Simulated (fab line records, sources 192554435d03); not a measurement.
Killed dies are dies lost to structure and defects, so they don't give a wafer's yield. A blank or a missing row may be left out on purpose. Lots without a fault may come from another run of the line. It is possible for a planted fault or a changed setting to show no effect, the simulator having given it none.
Matching of chambers || flow n5_finfet || N5_BEOL_M7_STRIP_19 on rie_diel-05: 4 sister chambers
The step strips in O2. 7 wafers are shown with their chamber, then 8 later ones without.

## WAFERS PAIRED WITH THEIR CHAMBERS
{"wafer": "L077.5", "chamber": 3, "throttle_valve_pct (%)": 16.26, "oes_product_au (a.u.)": 0.80}
{"wafer": "L086.1", "chamber": 2, "throttle_valve_pct (%)": 16.79, "oes_product_au (a.u.)": 0.98}
{"wafer": "L086.2", "chamber": 0, "throttle_valve_pct (%)": 16.86, "oes_product_au (a.u.)": 0.72}
{"wafer": "L087.4", "chamber": 1, "throttle_valve_pct (%)": 17.06, "oes_product_au (a.u.)": 0.68}
{"wafer": "L087.5", "chamber": 0, "throttle_valve_pct (%)": 16.87, "oes_product_au (a.u.)": 0.70}
{"wafer": "L087.6", "chamber": 1, "throttle_valve_pct (%)": 17.04, "oes_product_au (a.u.)": 0.68}
{"wafer": "L088.1", "chamber": 3, "throttle_valve_pct (%)": 16.29, "oes_product_au (a.u.)": 0.78}

## WAFERS MISSING THEIR CHAMBER
{"wafer": "L088.2", "throttle_valve_pct (%)": 17.06, "oes_product_au (a.u.)": 0.69}
{"wafer": "L088.4", "throttle_valve_pct (%)": 16.88, "oes_product_au (a.u.)": 0.71}
{"wafer": "L090.1", "throttle_valve_pct (%)": 16.90, "oes_product_au (a.u.)": 0.69}
{"wafer": "L090.2", "throttle_valve_pct (%)": 16.82, "oes_product_au (a.u.)": 0.94}
{"wafer": "L090.4", "throttle_valve_pct (%)": 17.08, "oes_product_au (a.u.)": 0.67}
{"wafer": "L096.3", "throttle_valve_pct (%)": 17.10, "oes_product_au (a.u.)": 0.68}
{"wafer": "L096.5", "throttle_valve_pct (%)": 17.10, "oes_product_au (a.u.)": 0.67}
{"wafer": "L096.6", "throttle_valve_pct (%)": 16.82, "oes_product_au (a.u.)": 0.93}

## CHAMBER TAKEN BY EACH
{"wafer": "L088.2", "from the rows above": 1, "in truth": 1}
{"wafer": "L088.4", "from the rows above": 0, "in truth": 0}
{"wafer": "L090.1", "from the rows above": 0, "in truth": 0}
{"wafer": "L090.2", "from the rows above": 2, "in truth": 2}
{"wafer": "L090.4", "from the rows above": 1, "in truth": 1}
{"wafer": "L096.3", "from the rows above": 1, "in truth": 1}
{"wafer": "L096.5", "from the rows above": 1, "in truth": 1}
{"wafer": "L096.6", "from the rows above": 2, "in truth": 2}
8 of 8 placed correctly. From these rows, 0 cannot be placed. Number placed wrongly: 0.
How it was worked out, from the rows above alone: a wafer's distance from a chamber is the root of the sum, over the readings, of the square of ((its reading less the chamber's mean) divided by the reading's scatter). If the next closest chamber is less than 2 further off than the closest, the wafer can't be placed; otherwise it belongs to the closest. The mean given for a chamber averages the wafers shown for that chamber. The scatter is the square root of a quotient: the sum, over the shown wafers, of each reading's squared deviation from its chamber's mean, divided by wafers minus chambers.
